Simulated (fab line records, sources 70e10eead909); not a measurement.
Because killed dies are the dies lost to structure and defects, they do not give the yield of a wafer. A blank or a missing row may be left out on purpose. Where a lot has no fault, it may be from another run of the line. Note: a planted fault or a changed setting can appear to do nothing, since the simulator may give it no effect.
fab line records | flow nand-harc | part 1 of 2: steps 1 to 37 of 43
record lots=5 wafers=15 last-day=33
route steps=1302 shown P_ZERO_WELL@48 P_STI@69
lots that met no fault: taken from a fault-free run of the same line
start-h: the number of hours between the record's first day and the start of the first shown wafer of the lot | wait-h: hours since the lot's step before | " the same as in the row above | L1.1+2: one row covering several wafers at once | - no value present, or no start provided | * or withheld: withheld | < > ~ a bound
route shown NAME@n: NAME is a module with steps in the file, n the number in the route of the first one | usual: mean/standard deviation taken from wafers without a fault | same: alike in all rows | chamber/n: place in a boat | sites: the reading at each site | _std_site: how widely they spread, as a standard deviation | _edge_site: inner sites' mean taken away from outer sites' mean | radius-mm: for every site, how far away it sits from the centre of the wafer | mask NAME#n: copy n | behind: tool/chamber where the wafer was last shaped | hold: why the lot was held/for how many hours/how that ended | device: the n, p or np transistor that did not switch | end of line: tests of these same wafers at the route's end | for a step that has no rows: nothing shown but its recipe | killed: dies lost to structure and defects at the first sort, not the wafer's yield | map: dies across one wafer; x = killed, . = not, _ = none there
set.NAME: the run value of the setting; set.NAME@STEP: its run value at that earlier step | model.NAME: the simulator's own value behind a step, which no gauge read
lots at some steps of the route; a table a step, a row a wafer
services: when a tool's chamber went out of use (start-h, in hours from the record's first day, below 0 if earlier), for how many hours, and the reason
## steps
# step NHARC_P_ZERO_WELL_IMPLANT_59
# recipe energy-kev=120 dose-cm2=5e+12 tilt-deg=7
# usual dose-ions-cm2=5e+12/6.7e+09
# columns lot.wafer tool chamber start-h wait-h dose-ions-cm2
L081.1 implanter-01 0 94.57 0.2 4.997e+12
L081.3 " 0 " " 4.998e+12
L081.6 " 0 " " 4.994e+12
L083.1 implanter-02 0 114.73 0.1 4.999e+12
L083.4 " 0 " " 5.006e+12
L083.6 " 0 " " 4.994e+12
L086.1 implanter-02 0 144.58 0.1 4.998e+12
L086.3 " 0 " " 5.004e+12
L086.5 " 0 " " 4.995e+12
L095.2 implanter-02 0 234.76 0.2 4.987e+12
L095.3 " 0 " " 5.005e+12
L095.6 " 0 " " 4.992e+12
L096.1 implanter-02 0 244.46 0.2 4.996e+12
L096.2 " 0 " " 4.999e+12
L096.3 " 0 " " 4.994e+12
# step NHARC_P_ZERO_WELL_IMPLANT_60
# recipe energy-kev=30 dose-cm2=2e+12 tilt-deg=7
# usual dose-ions-cm2=1.9997e+12/2.5e+09
# columns lot.wafer tool chamber start-h wait-h dose-ions-cm2
L081.1 implanter-01 0 94.76 0.2 1.9985e+12
L081.3 " 0 " " 1.9937e+12
L081.6 " 0 " " 2.0011e+12
L083.1 implanter-02 0 114.91 0.2 1.9981e+12
L083.4 " 0 " " 1.9985e+12
L083.6 " 0 " " 1.9989e+12
L086.1 implanter-02 0 144.76 0.1 2.0043e+12
L086.3 " 0 " " 2.0016e+12
L086.5 " 0 " " 2.0031e+12
L095.2 implanter-02 0 234.94 0.2 2.0005e+12
L095.3 " 0 " " 1.9987e+12
L095.6 " 0 " " 1.9988e+12
L096.1 implanter-02 0 244.64 0.1 2.0019e+12
L096.2 " 0 " " 1.9978e+12
L096.3 " 0 " " 2.0018e+12
# step NHARC_P_ZERO_WELL_STRIP_41
# recipe time-s=840 temp-c=130 chemistry=SPM
# columns lot.wafer tool chamber start-h wait-h
L081.3+1+6 wet-bench-02 5,6,1 94.97 0.1
L083.6+4+1 wet-bench-07 5,0,2 115.12 0.0
L086.1+5+3 wet-bench-01 7,0,2 144.99 0.2
L095.2+6+3 wet-bench-01 3,4,0 235.12 0.1
L096.1+2+3 wet-bench-07 5,1,2 244.85 0.2
# step NHARC_P_ZERO_WELL_DEHYDRATE_44
# recipe temp-c=150 time-s=120
# columns lot.wafer tool chamber start-h wait-h
L081.1+3+6 litho-track-07 0 95.30 -
L083.1+4+6 litho-track-02 0 115.45 -
L086.1+3+5 litho-track-05 0 145.30 -
L095.2+3+6 litho-track-07 0 235.45 -
L096.1+2+3 litho-track-07 0 245.23 -
# step NHARC_P_ZERO_WELL_HMDS_45
# recipe time-s=30
# columns lot.wafer tool chamber start-h wait-h
L081.1+3+6 litho-track-07 0 - -
L083.1+4+6 litho-track-02 0 - -
L086.1+3+5 litho-track-05 0 - -
L095.2+3+6 litho-track-07 0 - -
L096.1+2+3 litho-track-07 0 - -
# step NHARC_P_ZERO_WELL_COAT_46
# recipe spin-rpm=withheld
# columns lot.wafer tool chamber start-h wait-h
L081.1+3+6 litho-track-07 0 - -
L083.1+4+6 litho-track-02 0 - -
L086.1+3+5 litho-track-05 0 - -
L095.2+3+6 litho-track-07 0 - -
L096.1+2+3 litho-track-07 0 - -
# step NHARC_P_ZERO_WELL_SOFTBAKE_47
# recipe temp-c=122 time-s=95
# columns lot.wafer tool chamber start-h wait-h
L081.1+3+6 litho-track-07 0 - -
L083.1+4+6 litho-track-02 0 - -
L086.1+3+5 litho-track-05 0 - -
L095.2+3+6 litho-track-07 0 - -
L096.1+2+3 litho-track-07 0 - -
# step NHARC_P_ZERO_WELL_EBR_48
# columns lot.wafer tool chamber start-h wait-h
L081.1+3+6 litho-track-07 0 - -
L083.1+4+6 litho-track-02 0 - -
L086.1+3+5 litho-track-05 0 - -
L095.2+3+6 litho-track-07 0 - -
L096.1+2+3 litho-track-07 0 - -
# step NHARC_P_ZERO_WELL_EXPOSE_49
# recipe na=0.6 target-cd-nm=2000 dose-mj=22.64 mask-id=P_HVPW
# columns lot.wafer tool chamber start-h wait-h mask
L081.1+3+6 krf-scanner-04 0 95.45 - P_HVPW#0
L083.1+4+6 krf-scanner-03 0 115.73 - P_HVPW#0
L086.1+3+5 krf-scanner-04 0 145.57 - P_HVPW#0
L095.2+3+6 krf-scanner-03 0 235.73 - P_HVPW#0
L096.1+2+3 krf-scanner-04 0 245.50 - P_HVPW#0
# step NHARC_P_ZERO_WELL_PEB_50
# recipe peb-temp-c=118 peb-time-s=85
# columns lot.wafer tool chamber start-h wait-h
L081.1+3+6 litho-track-02 0 95.51 0.1
L083.1+4+6 litho-track-07 0 115.80 0.1
L086.1+3+5 litho-track-02 0 145.64 0.1
L095.2+3+6 litho-track-05 0 235.79 0.1
L096.1+2+3 litho-track-05 0 245.57 0.1
# step NHARC_P_ZERO_WELL_DEVELOP_51
# recipe time-s=70
# columns lot.wafer tool chamber start-h wait-h
L081.1+3+6 litho-track-02 0 - -
L083.1+4+6 litho-track-07 0 - -
L086.1+3+5 litho-track-02 0 - -
L095.2+3+6 litho-track-05 0 - -
L096.1+2+3 litho-track-05 0 - -
# step NHARC_P_ZERO_WELL_CD_MEAS_52
# recipe target-cd-nm=2000 landing-energy-ev=500
# usual cd-nm=1998.9/2.3
# columns lot.wafer tool chamber start-h wait-h cd-nm
L081.1 cd-sem-01 0 95.60 - 1996.3
L081.3 " 0 " " 1998.7
L081.6 " 0 " " 1999.6
L083.1 cd-sem-02 0 115.89 - 1998.1
L083.4 " 0 " " 1999.2
L083.6 " 0 " " 1993.5
L086.1 cd-sem-01 0 145.73 - 1997.8
L086.3 " 0 " " 1998.8
L086.5 " 0 " " 2001.2
L095.2 cd-sem-01 0 235.88 - 1998.6
L095.3 " 0 " " 2002.0
L095.6 " 0 " " 2001.9
L096.1 cd-sem-02 0 245.66 - 2000.3
L096.2 " 0 " " 1996.2
L096.3 " 0 " " 2002.5
# step NHARC_P_ZERO_WELL_HARDBAKE_53
# recipe temp-c=125 time-s=80
# columns lot.wafer tool chamber start-h wait-h
L081.1+3+6 litho-track-05 0 95.68 -
L083.1+4+6 litho-track-05 0 115.97 -
L086.1+3+5 litho-track-02 0 145.81 -
L095.2+3+6 litho-track-07 0 235.96 -
L096.1+2+3 litho-track-07 0 245.74 -
# step NHARC_P_ZERO_WELL_DESCUM_54
# recipe time-s=3 o2-flow-sccm=200 ar-flow-sccm=0 bias-power-w=0 chemistry=O2
# usual drypump-motor-current-A=5.7/0.5 oes-product-au=1.004/0.011 rf-vpp-V=57.9/0.9 showerhead-plenum-p-Torr=1.93/0.048 throttle-valve-pct=11.312/0.01
# columns lot.wafer tool chamber start-h wait-h drypump-motor-current-A oes-product-au rf-hours-counter-h rf-vpp-V showerhead-plenum-p-Torr throttle-valve-pct
L081.1 rie-diel-13 3 95.78 - 6.2 1.011 30 57.6 1.92 11.320
L081.3 " 1 " " 5.7 1.010 29 58.3 1.89 11.289
L081.6 " 3 " " 6.2 1.022 - 56.7 1.92 11.313
L083.1 rie-diel-07 2 116.06 - 6.2 0.995 56 57.2 1.90 11.312
L083.4 " 0 " " 5.5 0.987 55 60.1 2.02 11.313
L083.6 " 1 " " 6.2 1.022 - 58.9 1.99 11.315
L086.3 rie-diel-07 1 145.90 - 6.2 1.009 8 58.3 1.99 11.308
L086.1 " 3 " " 5.0 0.995 6 59.1 1.92 11.330
L086.5 " 1 " " 6.2 1.026 - 57.4 1.99 11.300
L095.3 rie-diel-01 3 236.04 - 5.6 1.017 6 58.5 1.90 11.287
L095.2 " 2 " " 5.3 1.006 7 57.9 1.93 11.309
L095.6 " 3 " " 5.6 1.000 - 57.6 1.90 11.300
L096.3 rie-diel-01 2 245.82 - 5.2 0.999 10 58.4 1.93 11.328
L096.1 " 3 " " 5.6 0.996 9 58.5 1.90 11.301
L096.2 " 1 " " 4.8 1.002 11 56.7 1.91 11.330
# step NHARC_P_ZERO_WELL_IMPLANT_55
# recipe energy-kev=180 dose-cm2=8e+11 tilt-deg=7
# usual dose-ions-cm2=7.998e+11/8.8e+08
# columns lot.wafer tool chamber start-h wait-h dose-ions-cm2
L081.1 implanter-02 0 95.91 0.1 7.996e+11
L081.3 " 0 " " 7.98e+11
L081.6 " 0 " " 7.993e+11
L083.1 implanter-02 0 116.19 0.1 8.008e+11
L083.4 " 0 " " 7.991e+11
L083.6 " 0 " " 8.011e+11
L086.1 implanter-01 0 146.03 0.1 8.003e+11
L086.3 " 0 " " 8.004e+11
L086.5 " 0 " " 7.997e+11
L095.2 implanter-01 0 236.22 0.1 8.003e+11
L095.3 " 0 " " 8.011e+11
L095.6 " 0 " " 7.99e+11
L096.1 implanter-02 0 245.96 0.1 8.003e+11
L096.2 " 0 " " 8.006e+11
L096.3 " 0 " " 7.99e+11
# step NHARC_P_ZERO_WELL_IMPLANT_61
# recipe energy-kev=30 dose-cm2=5e+11 tilt-deg=7
# usual dose-ions-cm2=5e+11/5.7e+08
# columns lot.wafer tool chamber start-h wait-h dose-ions-cm2
L081.1 implanter-02 0 96.09 0.2 4.994e+11
L081.3 " 0 " " 4.999e+11
L081.6 " 0 " " 5.002e+11
L083.1 implanter-02 0 116.37 0.2 5.007e+11
L083.4 " 0 " " 4.998e+11
L083.6 " 0 " " 5.004e+11
L086.1 implanter-01 0 146.21 0.2 5.001e+11
L086.3 " 0 " " 5e+11
L086.5 " 0 " " 4.998e+11
L095.2 implanter-01 0 236.40 0.1 4.996e+11
L095.3 " 0 " " 5.008e+11
L095.6 " 0 " " 4.998e+11
L096.1 implanter-02 0 246.14 0.1 5.002e+11
L096.2 " 0 " " 5.004e+11
L096.3 " 0 " " 4.995e+11
# step NHARC_P_ZERO_WELL_STRIP_56
# recipe time-s=840 temp-c=130 chemistry=SPM
# columns lot.wafer tool chamber start-h wait-h
L081.1+3+6 wet-bench-01 7,0,2 96.31 0.2
L083.6+4+1 wet-bench-01 6,7,1 116.60 0.0
L086.1+3+5 wet-bench-02 6,0,3 146.43 0.2
L095.2+6+3 wet-bench-01 3,6,0 236.58 0.2
L096.2+1+3 wet-bench-07 4,6,1 246.35 0.2
# step NHARC_P_ZERO_WELL_PRECLEAN_68
# recipe time-s=60 temp-c=50 bath-age-min=0 chemistry=SC1
# same bath-age-min=0
# columns lot.wafer tool chamber start-h wait-h
L081.1+3+6 wet-bench-01 7,0,2 - -
L083.6+4+1 wet-bench-01 6,7,1 - -
L086.1+3+5 wet-bench-02 6,0,3 - -
L095.2+6+3 wet-bench-01 3,6,0 - -
L096.2+1+3 wet-bench-07 4,6,1 - -
# step NHARC_P_ZERO_WELL_SRD_69
# columns lot.wafer tool chamber start-h wait-h
L081.1+3+6 wet-bench-01 7,0,2 - -
L083.6+4+1 wet-bench-01 6,7,1 - -
L086.1+3+5 wet-bench-02 6,0,3 - -
L095.2+6+3 wet-bench-01 3,6,0 - -
L096.2+1+3 wet-bench-07 4,6,1 - -
# step NHARC_P_ZERO_WELL_RTA_42
# recipe temp-c=1100 time-s=300
# usual lamp-power-pct=36.62/0.087 lamp_zone_4_pct=36.62/0.087 wafer_temp_C_max=1106.8/2.6
# columns lot.wafer tool chamber start-h wait-h lamp-power-pct lamp_zone_4_pct wafer_temp_C_max
L081.1 rtp-anneal-01 0 96.74 - 36.71 36.67 1114.4
L081.3 " 0 " " 36.78 36.71 1107.1
L081.6 " 0 " " 36.69 36.70 1108.3
L083.1 rtp-anneal-01 0 117.05 - 36.66 36.71 1110.0
L083.4 " 0 " " 36.60 36.70 1107.8
L083.6 " 0 " " 36.70 36.66 1107.7
L086.1 rtp-anneal-01 0 146.97 - 36.68 36.71 1108.9
L086.3 " 0 " " 36.72 36.75 1109.9
L086.5 " 0 " " 36.69 36.75 1108.7
L095.2 rtp-anneal-02 0 237.24 - 36.59 36.54 1105.2
L095.3 " 0 " " 36.59 36.54 1105.2
L095.6 " 0 " " 36.65 36.57 1104.1
L096.1 rtp-anneal-02 0 246.88 - 36.60 36.55 1104.8
L096.2 " 0 " " 36.54 36.61 1104.2
L096.3 " 0 " " 36.50 36.54 1105.6
# step NHARC_P_ZERO_WELL_INSPECT_43
# usual raw-defect-count=14/5.6
# columns lot.wafer tool chamber start-h wait-h raw-defect-count
L081.1 defect-inspect-01 - 97.42 0.6 14
L081.3 " - " " 9
L081.6 " - " " 12
L083.1 defect-inspect-01 - 117.72 0.6 7
L083.4 " - " " 15
L083.6 " - " " 8
L086.1 defect-inspect-01 - 147.65 0.6 26
L086.3 " - " " 14
L086.5 " - " " 11
L095.2 defect-inspect-01 - 238.35 0.9 14
L095.3 " - " " 17
L095.6 " - " " 15
L096.1 defect-inspect-02 - 247.56 0.6 17
L096.2 " - " " 17
L096.3 " - " " 19
# step NHARC_P_STI_ETCH_26
# recipe target-depth-a=110 chemistry=dHF material=SiO2
# columns lot.wafer tool chamber start-h wait-h
L081.3+6+1 wet-bench-09 4,5,6 97.48 0.1
L083.4+6+1 wet-bench-05 6,0,2 117.77 0.0
L086.1+5+3 wet-bench-05 7,0,2 147.70 0.1
L095.3+6+2 wet-bench-09 3,4,7 238.40 0.0
L096.2+3+1 wet-bench-09 6,7,0 247.63 0.1
# step NHARC_P_STI_PRECLEAN_27
# recipe time-s=* temp-c=50 bath-age-min=0 chemistry=SC1
# same bath-age-min=0
# columns lot.wafer tool chamber start-h wait-h
L081.3+6+1 wet-bench-09 4,5,6 97.54 0.0
L083.4+6+1 wet-bench-05 6,0,2 117.91 0.1
L086.1+5+3 wet-bench-05 7,0,2 147.76 0.1
L095.3+6+2 wet-bench-09 3,4,7 238.46 0.1
L096.2+3+1 wet-bench-09 6,7,0 247.68 0.0
# step NHARC_P_STI_SRD_28
# columns lot.wafer tool chamber start-h wait-h
L081.3+6+1 wet-bench-09 4,5,6 - -
L083.4+6+1 wet-bench-05 6,0,2 - -
L086.1+5+3 wet-bench-05 7,0,2 - -
L095.3+6+2 wet-bench-09 3,4,7 - -
L096.2+3+1 wet-bench-09 6,7,0 - -
# step NHARC_P_STI_OXIDE_29
# recipe target-thk-a=100 temp-c=900 ox-time-s=1362 material=SiO2
# usual spike-tc-lower-C=900.0/1.2 spike-tc-upper-C=900.7/1.2 tube-center-temp-C=900.02/0.085
# columns lot.wafer tool chamber start-h wait-h spike-tc-lower-C spike-tc-upper-C tube-center-temp-C
L081.1 furnace-04 0 102.05 - 901.9 900.1 899.91
L081.3 " 0 " " 901.8 901.6 899.91
L081.6 " 0 " " 902.5 900.3 900.16
L083.1 furnace-06 0 126.33 - 900.9 902.9 899.9
L083.4 " 0 " " 899.1 903.2 900.1
L083.6 " 0 " " 900.5 901.0 900.1
L086.1 furnace-04 0 151.60 - 901.5 898.2 900.03
L086.3 " 0 " " 900.6 901.2 900.01
L086.5 " 0 " " 902.4 900.1 900.06
L095.2 furnace-06 0 242.18 - 900.5 902.3 900.12
L095.3 " 0 " " 899.5 902.6 899.97
L095.6 " 0 " " 900.5 902.0 900.06
L096.1 furnace-05 0 254.27 - 899.2 899.1 899.99
L096.2 " 0 " " 899.2 900.2 899.97
L096.3 " 0 " " 900.7 899.5 900.06
# step NHARC_P_STI_HM_DEP_30
# recipe target-thk-a=800 temp-c=790 pressure-mtorr=300 time-s=873 material=Si3N4
# usual spike-tc-lower-C=790.4/1.2 spike-tc-upper-C=789.9/1.3
# columns lot.wafer tool chamber start-h wait-h spike-tc-lower-C spike-tc-upper-C
L081.1 lpcvd-01 1 109.21 3.5 789.5 790.0
L081.3 " 1 " " 790.2 790.5
L081.6 " 1 " " 788.9 790.2
L083.1 lpcvd-02 1 133.53 3.5 791.6 788.8
L083.4 " 1 " " 791.1 788.6
L083.6 " 1 " " 791.2 790.0
L086.1 lpcvd-01 1 158.72 3.5 793.2 789.7
L086.3 " 1 " " 791.5 791.0
L086.5 " 1 " " 790.2 790.3
L095.2 lpcvd-01 0 249.36 3.5 791.4 790.4
L095.3 " 0 " " 789.7 791.8
L095.6 " 0 " " 788.6 790.8
L096.1 lpcvd-01 0 261.41 3.5 789.5 792.2
L096.2 " 0 " " 791.4 791.0
L096.3 " 0 " " 789.1 791.2
# step NHARC_P_STI_DEHYDRATE_01
# recipe temp-c=150 time-s=120
# columns lot.wafer tool chamber start-h wait-h
L081.1+3+6 litho-track-05 0 112.92 0.4
L083.1+4+6 litho-track-05 0 137.15 0.4
L086.1+3+5 litho-track-03 0 162.38 0.4
L095.2+3+6 litho-track-03 0 252.98 0.4
L096.1+2+3 litho-track-02 0 265.10 0.4
# step NHARC_P_STI_HMDS_02
# recipe time-s=30
# columns lot.wafer tool chamber start-h wait-h
L081.1+3+6 litho-track-05 0 - -
L083.1+4+6 litho-track-05 0 - -
L086.1+3+5 litho-track-03 0 - -
L095.2+3+6 litho-track-03 0 - -
L096.1+2+3 litho-track-02 0 - -
# step NHARC_P_STI_COAT_41
# recipe temp-c=200 time-s=65
# columns lot.wafer tool chamber start-h wait-h
L081.1+3+6 litho-track-05 0 - -
L083.1+4+6 litho-track-05 0 - -
L086.1+3+5 litho-track-03 0 - -
L095.2+3+6 litho-track-03 0 - -
L096.1+2+3 litho-track-02 0 - -
# step NHARC_P_STI_COAT_03
# recipe spin-rpm=2000 resist-thk-nm=600
# columns lot.wafer tool chamber start-h wait-h
L081.1+3+6 litho-track-05 0 - -
L083.1+4+6 litho-track-05 0 - -
L086.1+3+5 litho-track-03 0 - -
L095.2+3+6 litho-track-03 0 - -
L096.1+2+3 litho-track-02 0 - -
# step NHARC_P_STI_SOFTBAKE_04
# recipe temp-c=125 time-s=70
# columns lot.wafer tool chamber start-h wait-h
L081.1+3+6 litho-track-05 0 - -
L083.1+4+6 litho-track-05 0 - -
L086.1+3+5 litho-track-03 0 - -
L095.2+3+6 litho-track-03 0 - -
L096.1+2+3 litho-track-02 0 - -
# step NHARC_P_STI_EBR_05
# columns lot.wafer tool chamber start-h wait-h
L081.1+3+6 litho-track-05 0 - -
L083.1+4+6 litho-track-05 0 - -
L086.1+3+5 litho-track-03 0 - -
L095.2+3+6 litho-track-03 0 - -
L096.1+2+3 litho-track-02 0 - -
# step NHARC_P_STI_EXPOSE_06
# recipe na=0.55 target-cd-nm=200 dose-mj=37.69 mask-id=P_STI
# columns lot.wafer tool chamber start-h wait-h mask
L081.1+3+6 krf-scanner-03 0 113.20 - P_STI#0
L083.1+4+6 krf-scanner-03 0 137.31 - P_STI#0
L086.1+3+5 krf-scanner-03 0 162.67 - P_STI#0
L095.2+3+6 krf-scanner-03 0 253.29 - P_STI#0
L096.1+2+3 krf-scanner-02 0 265.39 - P_STI#0
# step NHARC_P_STI_PEB_07
# recipe peb-temp-c=128 peb-time-s=80
# columns lot.wafer tool chamber start-h wait-h
L081.1+3+6 litho-track-05 0 113.27 0.1
L083.1+4+6 litho-track-02 0 137.38 0.1
L086.1+3+5 litho-track-05 0 162.73 0.1
L095.2+3+6 litho-track-05 0 253.35 0.1
L096.1+2+3 litho-track-02 0 265.46 0.1
# step NHARC_P_STI_DEVELOP_08
# recipe time-s=50 dev-temp-c=22
# columns lot.wafer tool chamber start-h wait-h
L081.1+3+6 litho-track-05 0 - -
L083.1+4+6 litho-track-02 0 - -
L086.1+3+5 litho-track-05 0 - -
L095.2+3+6 litho-track-05 0 - -
L096.1+2+3 litho-track-02 0 - -
# step NHARC_P_STI_CD_MEAS_09
# recipe target-cd-nm=200 landing-energy-ev=500
# usual cd-nm=199/3.8
# columns lot.wafer tool chamber start-h wait-h cd-nm
L081.1 cd-sem-01 0 113.36 - 198
L081.3 " 0 " " 203
L081.6 " 0 " " 202
L083.1 cd-sem-01 0 137.46 - 196
L083.4 " 0 " " 190
L083.6 " 0 " " 193
L086.1 cd-sem-03 0 162.82 - 203
L086.3 " 0 " " 203
L086.5 " 0 " " 202
L095.2 cd-sem-02 0 253.44 - 204
L095.3 " 0 " " 202
L095.6 " 0 " " 203
L096.1 cd-sem-02 0 265.54 - 197
L096.2 " 0 " " 197
L096.3 " 0 " " 194
# step NHARC_P_STI_OVL_MEAS_10
# usual overlay-x-nm=0/5.4 overlay-y-nm=0/7.6
# columns lot.wafer tool chamber start-h wait-h overlay-x-nm overlay-y-nm
L081.1 overlay-02 - 113.45 - 1 -6
L081.3 " - " " 1 -6
L081.6 " - " " 1 -6
L083.1 overlay-02 - 137.55 - 5 12
L083.4 " - " " 6 11
L083.6 " - " " 5 11
L086.1 overlay-02 - 162.91 - -6 0
L086.3 " - " " -6 -1
L086.5 " - " " -6 -1
L095.2 overlay-01 - 253.52 - 1 13
L095.3 " - " " 1 12
L095.6 " - " " 1 13
L096.1 overlay-01 - 265.63 - 2 0
L096.2 " - " " 2 1
L096.3 " - " " 2 0
